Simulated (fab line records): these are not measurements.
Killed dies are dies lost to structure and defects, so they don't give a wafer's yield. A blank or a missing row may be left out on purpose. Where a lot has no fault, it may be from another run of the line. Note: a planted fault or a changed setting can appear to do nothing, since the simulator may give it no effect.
Which tool is to blame? + flow nand-harc + 12 lots with 33 wafers sampled at 5 steps, on a route of 1159 steps

WHAT THE GAUGES READ, wafer by wafer
NHARC_END_SORT_01.
| lot  | measured     | on        | killed-at-array | killed-at-other | killed-at-periphery | killed-dies | killed-open | killed-short |
|------|--------------|-----------|-----------------|-----------------|---------------------|-------------|-------------|--------------|
| L227 | day 19 15:46 | prober-01 | 13 8 16         | 0 5 3           | 4 3 1               | 17 16 20    | 4 3 5       | 1 1 1        |
| L234 | day 21 16:08 | prober-01 | 31 35 26        | 0 0 1           | 6 3 4               | 37 38 31    | 4 4 1       | 1 2 3        |
| L235 | day 21 20:13 | prober-02 | 20 12 17        | 0 1 0           | 4 4 1               | 24 17 18    | 1 3 3       | 0 1 0        |
| L246 | day 23 23:31 | prober-01 | 36 30 36        | 0 1 0           | 7 2 5               | 43 33 41    | 2 1 3       | 3 1 3        |

WHAT TOOL EACH LOT RAN ON (gives the tool, then ch and the chambers of the sampled wafers, and finally the start)
| lot  | NHARC_A_SLIT_DESCUM_14             | NHARC_A_SLIT_STRIP_18                         | NHARC_A_WL_FILL_ETCHBACK_04       | NHARC_A_WL_FILL_STRIP_29           |
|------|------------------------------------|-----------------------------------------------|-----------------------------------|------------------------------------|
| L226 | rie-diel-07 ch 1,3, day 14 21:59   | rie-diel-07 ch 1,3, day 15 12:58 or earlier   | rie-metal-02 ch 0,1, day 15 12:58 | rie-diel-11 ch 0,1,3, day 15 23:10 |
| L227 | rie-diel-09 ch 1,2,3, day 14 22:09 | rie-diel-07 ch 1,3, day 15 15:41 or earlier   | rie-metal-01 ch 0,1, day 15 15:41 | rie-diel-01 ch 1,2,3, day 15 23:13 |
| L230 | rie-diel-04 ch 0,1, day 14 23:20   | rie-diel-09 ch 0,1,2, day 15 15:44 or earlier | rie-metal-03 ch 0,1, day 15 15:44 | rie-diel-01 ch 0,1,3, day 16 02:16 |
| L228 | rie-diel-07 ch 0,1,2, day 15 03:02 | rie-diel-09 ch 0,2,3, day 16 00:48 or earlier | rie-metal-02 ch 0,1, day 16 00:48 | rie-diel-01 ch 0,1,3, day 16 10:47 |
| L234 | rie-diel-07 ch 1,2,3, day 16 11:20 | rie-diel-07 ch 0,1,3, day 17 11:12 or earlier | rie-metal-03 ch 0,1, day 17 11:12 | rie-diel-10 ch 0,2,3, day 18 01:59 |
| L235 | rie-diel-04 ch 0,1,2, day 16 12:54 | rie-diel-04 ch 2,3, day 17 13:43 or earlier   | rie-metal-02 ch 0, day 17 13:43   | rie-diel-01 ch 0,1,2, day 18 01:55 |
| L238 | rie-diel-04 ch 2,3, day 17 14:04   | rie-diel-07 ch 1,2, day 18 06:54 or earlier   | rie-metal-02 ch 0,1, day 18 06:54 | rie-diel-10 ch 0,1, day 18 19:13   |
| L241 | rie-diel-04 ch 3, day 18 05:47     | rie-diel-09 ch 2, day 18 21:34 or earlier     | rie-metal-02 ch 1, day 18 21:34   | rie-diel-10 ch 3, day 19 07:57     |
| L242 | rie-diel-04 ch 0,1,3, day 18 07:46 | rie-diel-09 ch 2,3, day 18 22:14 or earlier   | rie-metal-03 ch 0,1, day 18 22:14 | rie-diel-01 ch 0,3, day 19 08:01   |
| L246 | rie-diel-07 ch 0,1,3, day 19 02:06 | rie-diel-07 ch 1,2,3, day 20 00:01 or earlier | rie-metal-01 ch 0,1, day 20 00:01 | rie-diel-11 ch 1,2, day 20 07:47   |
| L247 | rie-diel-04 ch 0,2,3, day 19 10:11 | rie-diel-07 ch 0,3, day 20 05:29 or earlier   | rie-metal-01 ch 0,1, day 20 05:29 | rie-diel-01 ch 0,3, day 20 15:05   |
| L249 | rie-diel-09 ch 1,2, day 19 22:04   | rie-diel-07 ch 0,3, day 20 20:54 or earlier   | rie-metal-03 ch 0,1, day 20 20:54 | rie-diel-10 ch 0,1,2, day 21 10:29 |
- NHARC_A_SLIT_DESCUM_14: chemistry O2, time 3 s.
- NHARC_A_SLIT_STRIP_18: strips in O2.
- NHARC_A_WL_FILL_ETCHBACK_04: etches the open film in NF3, target depth 60 nm, time 120 s.
- NHARC_A_WL_FILL_STRIP_29: strips in O2, time 20 s.

AS READ BY THE TOOLS THEMSELVES (means over the sampled wafers that have a number; for cases with no such wafer, the mark the record gives instead)
NHARC_A_SLIT_DESCUM_14.
| lot  | tool        | drypump-motor-current-A (A) | oes-product-au (a.u.) | rf-vpp-V (V) | showerhead-plenum-p-Torr (Torr) | throttle-valve-pct (%) |
|------|-------------|-----------------------------|-----------------------|--------------|---------------------------------|------------------------|
| L226 | rie-diel-07 | 5.2                         | 1.012                 | 57.7         | 1.98                            | 11.313                 |
| L227 | rie-diel-09 | 6.0                         | 0.990                 | 58.1         | 1.92                            | 11.309                 |
| L230 | rie-diel-04 | 5.7                         | 0.992                 | 57.8         | 1.89                            | 11.312                 |
| L228 | rie-diel-07 | 5.4                         | 0.990                 | 58.2         | 1.88                            | 11.312                 |
| L234 | rie-diel-07 | 5.4                         | 1.002                 | 57.8         | 1.88                            | 11.315                 |
| L235 | rie-diel-04 | 5.8                         | 0.986                 | 58.1         | 1.89                            | 11.312                 |
| L238 | rie-diel-04 | 6.0                         | 0.988                 | 57.6         | 1.92                            | 11.310                 |
| L241 | rie-diel-04 | 6.0                         | 1.008                 | 57.5         | 1.98                            | 11.305                 |
| L242 | rie-diel-04 | 5.8                         | 1.002                 | 57.4         | 1.93                            | 11.298                 |
| L246 | rie-diel-07 | 5.4                         | 1.006                 | 56.8         | 1.89                            | 11.312                 |
| L247 | rie-diel-04 | 5.9                         | 0.996                 | 58.9         | 1.94                            | 11.315                 |
| L249 | rie-diel-09 | 6.2                         | 0.980                 | 58.5         | 1.93                            | 11.303                 |

NHARC_A_SLIT_STRIP_18.
| lot  | tool        | drypump-motor-current-A (A) | oes-product-au (a.u.) | rf-vpp-V (V) | showerhead-plenum-p-Torr (Torr) | throttle-valve-pct (%) |
|------|-------------|-----------------------------|-----------------------|--------------|---------------------------------|------------------------|
| L226 | rie-diel-07 | 5.2                         | 1.019                 | 57.1         | 3.63                            | 17.033                 |
| L227 | rie-diel-07 | 5.2                         | 1.000                 | 58.3         | 3.63                            | 17.027                 |
| L230 | rie-diel-09 | 6.3                         | 1.006                 | 58.1         | 3.45                            | 17.048                 |
| L228 | rie-diel-09 | 6.1                         | 0.995                 | 57.9         | 3.42                            | 17.041                 |
| L234 | rie-diel-07 | 5.4                         | 1.008                 | 57.8         | 3.49                            | 17.037                 |
| L235 | rie-diel-04 | 6.0                         | 0.980                 | 57.5         | 3.50                            | 17.034                 |
| L238 | rie-diel-07 | 5.3                         | 0.997                 | 57.4         | 3.54                            | 17.030                 |
| L241 | rie-diel-09 | 6.1                         | 1.003                 | 56.6         | 3.31                            | 17.030                 |
| L242 | rie-diel-09 | 5.8                         | 0.995                 | 57.2         | 3.50                            | 17.032                 |
| L246 | rie-diel-07 | 5.4                         | 0.996                 | 56.7         | 3.48                            | 17.035                 |
| L247 | rie-diel-07 | 5.6                         | 1.000                 | 57.6         | 3.34                            | 17.032                 |
| L249 | rie-diel-07 | 5.6                         | 1.003                 | 58.6         | 3.34                            | 17.036                 |

NHARC_A_WL_FILL_ETCHBACK_04.
| lot  | tool         | drypump-motor-current-A (A) | he-backside-leak-sccm (sccm) | oes-product-au (a.u.) |
|------|--------------|-----------------------------|------------------------------|-----------------------|
| L226 | rie-metal-02 | 5.5                         | 3.23                         | 1.002                 |
| L227 | rie-metal-01 | 5.5                         | 3.18                         | 1.017                 |
| L230 | rie-metal-03 | 5.5                         | 3.33                         | 1.005                 |
| L228 | rie-metal-02 | 5.3                         | 3.33                         | 1.009                 |
| L234 | rie-metal-03 | 5.5                         | 3.52                         | 1.000                 |
| L235 | rie-metal-02 | 5.7                         | 3.61                         | 1.002                 |
| L238 | rie-metal-02 | 5.3                         | 3.36                         | 1.026                 |
| L241 | rie-metal-02 | 5.1                         | 3.20                         | 1.004                 |
| L242 | rie-metal-03 | 5.7                         | 3.31                         | 0.997                 |
| L246 | rie-metal-01 | 6.1                         | 3.28                         | 1.005                 |
| L247 | rie-metal-01 | 5.5                         | 3.23                         | 1.011                 |
| L249 | rie-metal-03 | 5.5                         | 3.45                         | 0.998                 |

NHARC_A_WL_FILL_STRIP_29.
| lot  | tool        | drypump-motor-current-A (A) | oes-product-au (a.u.) | rf-vpp-V (V) | showerhead-plenum-p-Torr (Torr) | throttle-valve-pct (%) |
|------|-------------|-----------------------------|-----------------------|--------------|---------------------------------|------------------------|
| L226 | rie-diel-11 | 5.72                        | 1.010                 | 58.2         | 3.65                            | 17.035                 |
| L227 | rie-diel-01 | 5.85                        | 0.990                 | 56.6         | 3.48                            | 17.038                 |
| L230 | rie-diel-01 | 5.76                        | 0.988                 | 58.3         | 3.54                            | 17.031                 |
| L228 | rie-diel-01 | 5.78                        | 0.993                 | 58.8         | 3.54                            | 17.032                 |
| L234 | rie-diel-10 | 5.78                        | 1.004                 | 58.2         | 3.55                            | 17.032                 |
| L235 | rie-diel-01 | 5.81                        | 1.001                 | 58.4         | 3.54                            | 17.038                 |
| L238 | rie-diel-10 | 5.50                        | 0.990                 | 57.8         | 3.60                            | 17.044                 |
| L241 | rie-diel-10 | 6.06                        | 1.003                 | 59.3         | 3.54                            | 17.019                 |
| L242 | rie-diel-01 | 5.71                        | 1.018                 | 58.6         | 3.61                            | 17.033                 |
| L246 | rie-diel-11 | 5.60                        | 0.995                 | 58.4         | 3.47                            | 17.030                 |
| L247 | rie-diel-01 | 5.73                        | 1.013                 | 58.8         | 3.61                            | 17.041                 |
| L249 | rie-diel-10 | 5.71                        | 1.000                 | 58.0         | 3.54                            | 17.037                 |

THE ANSWER, worked out from the rows above alone
Rule: the usual values come from the lots themselves. Put in order of their means at a reading, lots are off if they are a third of the lots or fewer, leave a main group of 4 or more, and stand apart from it by a gap of 3 or more times the standard deviation of the main group's means; of several such gaps the widest counts. If all means in a main group match to the digits the tables above print for the reading, that group is not used. A lot without any number at a reading at which 4 lots or more have one is off too. Where the step has rows for the other lots, those lots are counted as sound. First the gauges in route order, then the tools' own readings, where a lot's mean is used as printed above. The first step at which some lot is off is used, and at that step the reading that is off furthest; a lot without a number counts as furthest.
No lot is off on any of the readings shown, so nothing can be concluded from this.

WHAT WAS PUT IN BY THE SIMULATOR
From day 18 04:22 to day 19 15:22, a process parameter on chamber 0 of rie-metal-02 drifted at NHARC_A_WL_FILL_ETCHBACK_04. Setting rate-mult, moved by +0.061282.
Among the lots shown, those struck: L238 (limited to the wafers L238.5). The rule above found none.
